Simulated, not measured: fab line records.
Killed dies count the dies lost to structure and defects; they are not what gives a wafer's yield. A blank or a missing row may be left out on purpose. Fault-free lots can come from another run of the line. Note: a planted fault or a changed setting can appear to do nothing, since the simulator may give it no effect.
fab line records ; flow nandHarc
[record] lots = 6; wafers = 18; lastDay = 33
route steps=1302 shown A_ONON_D1@428 END@1302
lots untouched by any fault: they come from a run of this same line in which no faults occurred
startH: hours from the record's first day to the start of the lot's first wafer shown ; waitH: time in hours since the lot's previous step ; " as in the row above ; L1.1+2: a row that stands for several wafers ; - either no value or no given start ; * or withheld: withheld ; < > ~ a bound
route shown NAME@n: NAME is a module with steps in the file, n the number in the route of the first one ; usual: mean/standard deviation taken from wafers without a fault ; same: alike in all rows ; chamber/n: place in a boat ; sites: per-site readings ; _std_site: standard deviation across them ; _edge_site: the outer-site mean with the inner-site mean subtracted ; radiusMm: how far each site lies from the wafer's centre ; mask NAME#n: copy n ; behind: tool/chamber where the wafer was last shaped ; hold: why the lot was held/for how many hours/how that ended ; device: whichever transistor did not switch (one of n, p or np) ; end of line: tests of these same wafers at the route's end ; where a step has no rows: the recipe by itself ; killed: at the first sort, the dies lost to defects and structure; wafer yield is something else ; map: a wafer's dies, x killed, . not, _ none there
set.NAME: the run value of the setting; set.NAME@STEP: its run value at that earlier step ; model.NAME: the simulator's own value behind a step, which no gauge read
certain route steps with their lots: each step a table, each wafer a row
services: from which hour (startH, from the record's first day; less than 0 if before it) a tool's chamber was out of use, for how many hours, and why
[[steps]]
[step NHARC_A_ONON_D1_DEP_06]
[recipe] targetThkA = 10000; n2FlowSccm = 2750; n2oFlowSccm = 2000; nh3FlowSccm = 500; sih4FlowSccm = 210; tempC = 400
[step NHARC_A_ONON_D1_THK_MEAS_08]
[recipe] thkMeasGauge = ellipsometry
[usual] thkNm = 1000/8.1
lot.wafer;tool;chamber;startH;waitH;thkNm
L770.2;filmMetro-02;-;172.76;-;1002
L770.3;filmMetro-02;-;172.76;-;1002
L770.5;filmMetro-02;-;172.76;-;1003
L773.1;filmMetro-02;-;202.79;-;1015
L773.3;filmMetro-02;-;202.79;-;1015
L773.5;filmMetro-02;-;202.79;-;1015
L776.2;filmMetro-01;-;219.69;-;989
L776.4;filmMetro-01;-;219.69;-;987
L776.6;filmMetro-01;-;219.69;-;989
L783.2;filmMetro-02;-;305.71;-;998
L783.3;filmMetro-02;-;305.71;-;995
L783.5;filmMetro-02;-;305.71;-;997
L789.1;filmMetro-02;-;356.40;-;1006
L789.4;filmMetro-02;-;356.40;-;1004
L789.5;filmMetro-02;-;356.40;-;1005
L791.1;filmMetro-01;-;377.50;-;995
L791.2;filmMetro-01;-;377.50;-;993
L791.4;filmMetro-01;-;377.50;-;993
[step NHARC_A_ONON_D1_DEP_09]
[recipe] targetThkA = 10000; n2FlowSccm = 2750; n2oFlowSccm = 2000; nh3FlowSccm = 500; sih4FlowSccm = 210; tempC = 400
[step NHARC_A_ONON_D1_THK_MEAS_11]
[recipe] thkMeasGauge = ellipsometry
[usual] thkNm = 1001/11
lot.wafer;tool;chamber;startH;waitH;thkNm
L770.2;filmMetro-02;-;173.33;-;1004
L770.3;filmMetro-02;-;173.33;-;1002
L770.5;filmMetro-02;-;173.33;-;1000
L773.1;filmMetro-02;-;203.36;-;1011
L773.3;filmMetro-02;-;203.36;-;1011
L773.5;filmMetro-02;-;203.36;-;1010
L776.2;filmMetro-02;-;220.26;-;989
L776.4;filmMetro-02;-;220.26;-;989
L776.6;filmMetro-02;-;220.26;-;988
L783.2;filmMetro-01;-;306.28;-;1016
L783.3;filmMetro-01;-;306.28;-;1018
L783.5;filmMetro-01;-;306.28;-;1018
L789.1;filmMetro-02;-;356.97;-;986
L789.4;filmMetro-02;-;356.97;-;988
L789.5;filmMetro-02;-;356.97;-;989
L791.1;filmMetro-01;-;378.07;-;1000
L791.2;filmMetro-01;-;378.07;-;999
L791.4;filmMetro-01;-;378.07;-;1000
[step NHARC_A_ONON_D1_DEP_12]
[recipe] targetThkA = 10000; n2FlowSccm = 2750; n2oFlowSccm = 2000; nh3FlowSccm = 500; sih4FlowSccm = 210; tempC = 400
[step NHARC_A_ONON_D1_THK_MEAS_14]
[recipe] thkMeasGauge = ellipsometry
[usual] thkNm = 999/9.6
lot.wafer;tool;chamber;startH;waitH;thkNm
L770.2;filmMetro-01;-;173.89;-;1001
L770.3;filmMetro-01;-;173.89;-;1004
L770.5;filmMetro-01;-;173.89;-;1001
L773.1;filmMetro-02;-;203.92;-;986
L773.3;filmMetro-02;-;203.92;-;987
L773.5;filmMetro-02;-;203.92;-;987
L776.2;filmMetro-01;-;220.83;-;1008
L776.4;filmMetro-01;-;220.83;-;1010
L776.6;filmMetro-01;-;220.83;-;1011
L783.2;filmMetro-02;-;306.84;-;1002
L783.3;filmMetro-02;-;306.84;-;1003
L783.5;filmMetro-02;-;306.84;-;1005
L789.1;filmMetro-02;-;357.54;-;1003
L789.4;filmMetro-02;-;357.54;-;1004
L789.5;filmMetro-02;-;357.54;-;1005
L791.1;filmMetro-01;-;378.63;-;1009
L791.2;filmMetro-01;-;378.63;-;1007
L791.4;filmMetro-01;-;378.63;-;1008
[step NHARC_A_ONON_D1_ANNEAL_15]
[recipe] tempC = 750; timeS = 3600
[step NHARC_A_ONON_D1_DEP_16]
[recipe] targetThkA = 10000; n2FlowSccm = 2750; n2oFlowSccm = 2000; nh3FlowSccm = 500; sih4FlowSccm = 210; tempC = 400
[step NHARC_A_ONON_D1_THK_MEAS_18]
[recipe] thkMeasGauge = ellipsometry
[usual] thkNm = 1001/12
lot.wafer;tool;chamber;startH;waitH;thkNm
L770.2;filmMetro-02;-;184.54;-;997
L770.3;filmMetro-02;-;184.54;-;997
L770.5;filmMetro-02;-;184.54;-;998
L773.1;filmMetro-02;-;211.68;-;999
L773.3;filmMetro-02;-;211.68;-;999
L773.5;filmMetro-02;-;211.68;-;998
L776.2;filmMetro-01;-;230.57;-;981
L776.4;filmMetro-01;-;230.57;-;983
L776.6;filmMetro-01;-;230.57;-;982
L783.2;filmMetro-01;-;315.37;-;1014
L783.3;filmMetro-01;-;315.37;-;1013
L783.5;filmMetro-01;-;315.37;-;1014
L789.1;filmMetro-01;-;365.33;-;996
L789.4;filmMetro-01;-;365.33;-;995
L789.5;filmMetro-01;-;365.33;-;995
L791.1;filmMetro-01;-;387.03;-;1003
L791.2;filmMetro-01;-;387.03;-;1003
L791.4;filmMetro-01;-;387.03;-;1003
[step NHARC_A_ONON_D1_DEP_19]
[recipe] targetThkA = 10000; n2FlowSccm = 2750; n2oFlowSccm = 2000; nh3FlowSccm = 500; sih4FlowSccm = 210; tempC = 400
[step NHARC_A_ONON_D1_THK_MEAS_21]
[recipe] thkMeasGauge = ellipsometry
[usual] thkNm = 1002/11
lot.wafer;tool;chamber;startH;waitH;thkNm
L770.2;filmMetro-02;-;185.11;-;998
L770.3;filmMetro-02;-;185.11;-;1000
L770.5;filmMetro-02;-;185.11;-;999
L773.1;filmMetro-02;-;212.25;-;991
L773.3;filmMetro-02;-;212.25;-;989
L773.5;filmMetro-02;-;212.25;-;990
L776.2;filmMetro-01;-;231.14;-;993
L776.4;filmMetro-01;-;231.14;-;993
L776.6;filmMetro-01;-;231.14;-;994
L783.2;filmMetro-02;-;315.93;-;1008
L783.3;filmMetro-02;-;315.93;-;1007
L783.5;filmMetro-02;-;315.93;-;1005
L789.1;filmMetro-02;-;365.91;-;1004
L789.4;filmMetro-02;-;365.91;-;1004
L789.5;filmMetro-02;-;365.91;-;1004
L791.1;filmMetro-01;-;387.59;-;993
L791.2;filmMetro-01;-;387.59;-;990
L791.4;filmMetro-01;-;387.59;-;991
[step NHARC_A_ONON_D1_DEP_22]
[recipe] targetThkA = 10000; n2FlowSccm = 2750; n2oFlowSccm = 2000; nh3FlowSccm = 500; sih4FlowSccm = 210; tempC = 400
[usual] susceptorTempC = 399.95/0.21
lot.wafer;tool;chamber;startH;waitH;susceptorTempC
L770.2;pecvdOnon-03;0;185.22;0.1;400.29
L770.3;pecvdOnon-03;0;185.22;0.1;399.75
L770.5;pecvdOnon-03;0;185.22;0.1;399.72
L773.1;pecvdOnon-01;0;212.31;0.1;400.01
L773.3;pecvdOnon-01;0;212.31;0.1;400.19
L773.5;pecvdOnon-01;0;212.31;0.1;400.00
L776.2;pecvdOnon-02;0;231.25;0.1;400.31
L776.4;pecvdOnon-02;0;231.25;0.1;399.89
L776.6;pecvdOnon-02;0;231.25;0.1;400.23
L783.2;pecvdOnon-03;0;316.04;0.1;399.82
L783.3;pecvdOnon-03;0;316.04;0.1;399.89
L783.5;pecvdOnon-03;0;316.04;0.1;399.77
L789.1;pecvdOnon-01;0;365.96;0.1;400.09
L789.4;pecvdOnon-01;0;365.96;0.1;400.44
L789.5;pecvdOnon-01;0;365.96;0.1;400.02
L791.1;pecvdOnon-01;0;387.65;0.1;399.96
L791.2;pecvdOnon-01;0;387.65;0.1;400.24
L791.4;pecvdOnon-01;0;387.65;0.1;400.04
[step NHARC_A_ONON_D1_THK_MEAS_24]
[recipe] thkMeasGauge = ellipsometry
[usual] thkNm = 999/10
lot.wafer;tool;chamber;startH;waitH;thkNm
L770.2;filmMetro-01;-;185.68;-;1004
L770.3;filmMetro-01;-;185.68;-;1004
L770.5;filmMetro-01;-;185.68;-;1003
L773.1;filmMetro-02;-;212.81;-;1006
L773.3;filmMetro-02;-;212.81;-;1003
L773.5;filmMetro-02;-;212.81;-;1004
L776.2;filmMetro-01;-;231.70;-;1015
L776.4;filmMetro-01;-;231.70;-;1016
L776.6;filmMetro-01;-;231.70;-;1015
L783.2;filmMetro-02;-;316.50;-;1008
L783.3;filmMetro-02;-;316.50;-;1008
L783.5;filmMetro-02;-;316.50;-;1009
L789.1;filmMetro-02;-;366.47;-;677
L789.4;filmMetro-02;-;366.47;-;677
L789.5;filmMetro-02;-;366.47;-;677
L791.1;filmMetro-02;-;388.16;-;665
L791.2;filmMetro-02;-;388.16;-;665
L791.4;filmMetro-02;-;388.16;-;665
[step NHARC_A_ONON_D1_DEP_25]
[recipe] targetThkA = 10000; n2FlowSccm = 2750; n2oFlowSccm = 2000; nh3FlowSccm = 500; sih4FlowSccm = 210; tempC = 400
[step NHARC_END_SORT_01]
[recipe] tempC = 25
[usual] killedAtArray = 61/24; killedAtOther = 1.2/1.3; killedAtPeriphery = 3.7/2.6; killedDies = 66/23; killedOpen = 3.3/1.8; killedShort = 2.4/1.6
[same] grossDies = 677
lot.wafer;tool;chamber;startH;waitH;killedAtArray;killedAtOther;killedAtPeriphery;killedDies;killedOpen;killedShort
L783.2;prober-01;0;704.75;2.8;61;0;2;63;1;5
L783.3;prober-01;0;705.55;3.1;50;4;4;58;2;1
L783.5;prober-01;0;707.14;3.7;59;0;6;65;2;2
L789.1;prober-01;0;777.14;2.5;670;3;4;677;0;1
L789.4;prober-01;0;779.53;3.4;666;0;11;677;4;6
L789.5;prober-01;0;780.32;3.7;668;0;9;677;1;3
L791.1;prober-01;0;784.89;2.5;674;0;3;677;2;0
L791.2;prober-01;0;785.69;2.8;672;1;4;677;5;0
L791.4;prober-01;0;787.29;3.4;675;0;2;677;2;1
// killed by level:class
L783.2 A_CHANNEL_HOLE_D1:chamberFilmFlake=32 A_DECK1_JOINT:chamberFilmFlake=6 A_STAIRCASE:chamberFilmFlake=6 A_SLIT:chamberFilmFlake=6 A_CHANNEL_HOLE_D2:chamberFilmFlake=4 A_ONON_D2:geometricParticle:short=2 P_STI:geometricParticle:short=1 A_DECK1_JOINT:geometricParticle:short=1
L783.3 A_CHANNEL_HOLE_D1:chamberFilmFlake=27 A_CHANNEL_HOLE_D2:chamberFilmFlake=9 A_STAIRCASE:chamberFilmFlake=5 A_SLIT:chamberFilmFlake=4 THIN_TSV:chamberFilmFlake=4 P_GATE:chamberFilmFlake=2 P_CONTACT:geometricParticle:open=1 P_M1:geometricParticle:open=1
L783.5 A_CHANNEL_HOLE_D1:chamberFilmFlake=36 A_STAIRCASE:chamberFilmFlake=6 A_SLIT:chamberFilmFlake=6 A_CHANNEL_HOLE_D2:chamberFilmFlake=4 P_GATE:chamberFilmFlake=2 P_CONTACT:chamberFilmFlake=2 A_CHANNEL_FILL_D2:chamberFilmFlake=2 A_ONON_D1:geometricParticle:open=1
L789.1 A_ONON_D1:areaDep=649 A_CHANNEL_HOLE_D1:chamberFilmFlake=10 A_SLIT:chamberFilmFlake=4 A_CHANNEL_FILL_D2:chamberFilmFlake=3 THIN_TSV:chamberFilmFlake=3 P_STI:chamberFilmFlake=2 A_STAIRCASE:chamberFilmFlake=2 A_ONON_D2:geometricParticle:short=1
L789.4 A_ONON_D1:areaDep=632 A_CHANNEL_HOLE_D1:chamberFilmFlake=12 P_STI:chamberFilmFlake=6 A_SLIT:chamberFilmFlake=6 P_GATE:chamberFilmFlake=3 A_STAIRCASE:chamberFilmFlake=3 A_ONON_D1:geometricParticle:short=2 A_DECK1_JOINT:geometricParticle:open=2
L789.5 A_ONON_D1:areaDep=629 A_SLIT:chamberFilmFlake=12 A_CHANNEL_HOLE_D1:chamberFilmFlake=11 P_STI:chamberFilmFlake=6 A_STAIRCASE:chamberFilmFlake=6 A_CHANNEL_FILL_D2:chamberFilmFlake=4 A_CHANNEL_FILL_D2:geometricParticle:short=2 A_CONTACT:chamberFilmFlake=2
L791.1 A_ONON_D1:areaDep=611 A_SLIT:chamberFilmFlake=30 A_CHANNEL_HOLE_D1:chamberFilmFlake=15 A_CONTACT:chamberFilmFlake=12 P_GATE:chamberFilmFlake=2 A_DECK1_JOINT:chamberFilmFlake=2 A_STAIRCASE:chamberFilmFlake=2 P_M0:geometricParticle:open=1
L791.2 A_ONON_D1:areaDep=615 A_SLIT:chamberFilmFlake=27 A_CHANNEL_HOLE_D1:chamberFilmFlake=17 A_CONTACT:chamberFilmFlake=5 P_STI:chamberFilmFlake=2 A_STAIRCASE:chamberFilmFlake=2 A_ONON_D1:geometricParticle:open=1 A_ONON_D2:geometricParticle:open=1
L791.4 A_ONON_D1:areaDep=611 A_SLIT:chamberFilmFlake=34 A_CHANNEL_HOLE_D1:chamberFilmFlake=15 A_CONTACT:chamberFilmFlake=6 A_ZERO_WELL:chamberFilmFlake=5 A_DECK1_JOINT:chamberFilmFlake=2 P_M0:geometricParticle:open=1 A_ONON_D1:geometricParticle:short=1
// map L789.1 (x killed, . not)
____________x____________
_________xxxxxxx_________
_______xxxxxxxxxxx_______
______xxxxxxxxxxxxx______
_____xxxxxxxxxxxxxxx_____
____xxxxxxxxxxxxxxxxx____
____xxxxxxxxxxxxxxxxx____
___xxxxxxxxxxxxxxxxxxx___
___xxxxxxxxxxxxxxxxxxx___
__xxxxxxxxxxxxxxxxxxxxx__
__xxxxxxxxxxxxxxxxxxxxx__
_xxxxxxxxxxxxxxxxxxxxxxx_
_xxxxxxxxxxxxxxxxxxxxxxx_
_xxxxxxxxxxxxxxxxxxxxxxx_
_xxxxxxxxxxxxxxxxxxxxxxx_
_xxxxxxxxxxxxxxxxxxxxxxx_
xxxxxxxxxxxxxxxxxxxxxxxxx
xxxxxxxxxxxxxxxxxxxxxxxxx
xxxxxxxxxxxxxxxxxxxxxxxxx
xxxxxxxxxxxxxxxxxxxxxxxxx
xxxxxxxxxxxxxxxxxxxxxxxxx
_xxxxxxxxxxxxxxxxxxxxxxx_
_xxxxxxxxxxxxxxxxxxxxxxx_
_xxxxxxxxxxxxxxxxxxxxxxx_
_xxxxxxxxxxxxxxxxxxxxxxx_
_xxxxxxxxxxxxxxxxxxxxxxx_
__xxxxxxxxxxxxxxxxxxxxx__
__xxxxxxxxxxxxxxxxxxxxx__
___xxxxxxxxxxxxxxxxxxx___
___xxxxxxxxxxxxxxxxxxx___
____xxxxxxxxxxxxxxxxx____
____xxxxxxxxxxxxxxxxx____
_____xxxxxxxxxxxxxxx_____
______xxxxxxxxxxxxx______
_______xxxxxxxxxxx_______
_________xxxxxxx_________
____________x____________
// map L791.1 (x killed, . not)
____________x____________
_________xxxxxxx_________
_______xxxxxxxxxxx_______
______xxxxxxxxxxxxx______
_____xxxxxxxxxxxxxxx_____
____xxxxxxxxxxxxxxxxx____
____xxxxxxxxxxxxxxxxx____
___xxxxxxxxxxxxxxxxxxx___
___xxxxxxxxxxxxxxxxxxx___
__xxxxxxxxxxxxxxxxxxxxx__
__xxxxxxxxxxxxxxxxxxxxx__
_xxxxxxxxxxxxxxxxxxxxxxx_
_xxxxxxxxxxxxxxxxxxxxxxx_
_xxxxxxxxxxxxxxxxxxxxxxx_
_xxxxxxxxxxxxxxxxxxxxxxx_
_xxxxxxxxxxxxxxxxxxxxxxx_
xxxxxxxxxxxxxxxxxxxxxxxxx
xxxxxxxxxxxxxxxxxxxxxxxxx
xxxxxxxxxxxxxxxxxxxxxxxxx
xxxxxxxxxxxxxxxxxxxxxxxxx
xxxxxxxxxxxxxxxxxxxxxxxxx
_xxxxxxxxxxxxxxxxxxxxxxx_
_xxxxxxxxxxxxxxxxxxxxxxx_
_xxxxxxxxxxxxxxxxxxxxxxx_
_xxxxxxxxxxxxxxxxxxxxxxx_
_xxxxxxxxxxxxxxxxxxxxxxx_
__xxxxxxxxxxxxxxxxxxxxx__
__xxxxxxxxxxxxxxxxxxxxx__
___xxxxxxxxxxxxxxxxxxx___
___xxxxxxxxxxxxxxxxxxx___
____xxxxxxxxxxxxxxxxx____
____xxxxxxxxxxxxxxxxx____
_____xxxxxxxxxxxxxxx_____
______xxxxxxxxxxxxx______
_______xxxxxxxxxxx_______
_________xxxxxxx_________
____________x____________
[[services]]
tool;chamber;startH;hours;kind
pecvdOnon-02;-;185.14;13.0;pm
pecvdOnon-03;-;217.45;0.2;repair
pecvdOnon-03;-;227.42;13.0;pm
pecvdOnon-01;-;269.00;13.0;pm
pecvdOnon-02;-;366.14;13.0;pm
[[key]]
[firstSign] step = NHARC_A_ONON_D1_THK_MEAS_24; reading = thkNm; direction = down; sigmas = 32; usual = 999; struck = 671
[effect] step = NHARC_END_SORT_01; reading = killedDies; direction = up; sigmas = 27; usual = 66; struck = 677
[moreKillsBornAt] NHARC_A_ONON_D1_DEP_22@pecvdOnon-01 = 3747
metAt NHARC_A_ONON_D1_DEP_22
struckWafers L789.1,L789.4,L789.5,L791.1,L791.2,L791.4
laterRowsLeftOut L789.1,L789.4,L789.5,L791.1,L791.2,L791.4
testerLeftOut L789,L791
onsetBetween 212.31 365.96
alsoFits time
[fault] kind = processParameterDrift; tool = pecvdOnon-01; chamber = -; onsetH = 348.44; steps = NHARC_A_ONON_D1_DEP_22; channel = targetThkA; offset = *; shape = step; endH = 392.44; actsIn = *; stated = *
// testerLeftOut: of these lots the tester's yield and bins aren't shown, on N5 and GAA mostly nor the transistor test; their killed dies are dies lost to structure and defects alone, not to doping, threshold or leakage, so they don't give the yield
// laterRowsLeftOut: the simulator's readings of these wafers behind a module that went badly wrong aren't trusted and aren't shown, but for the sort
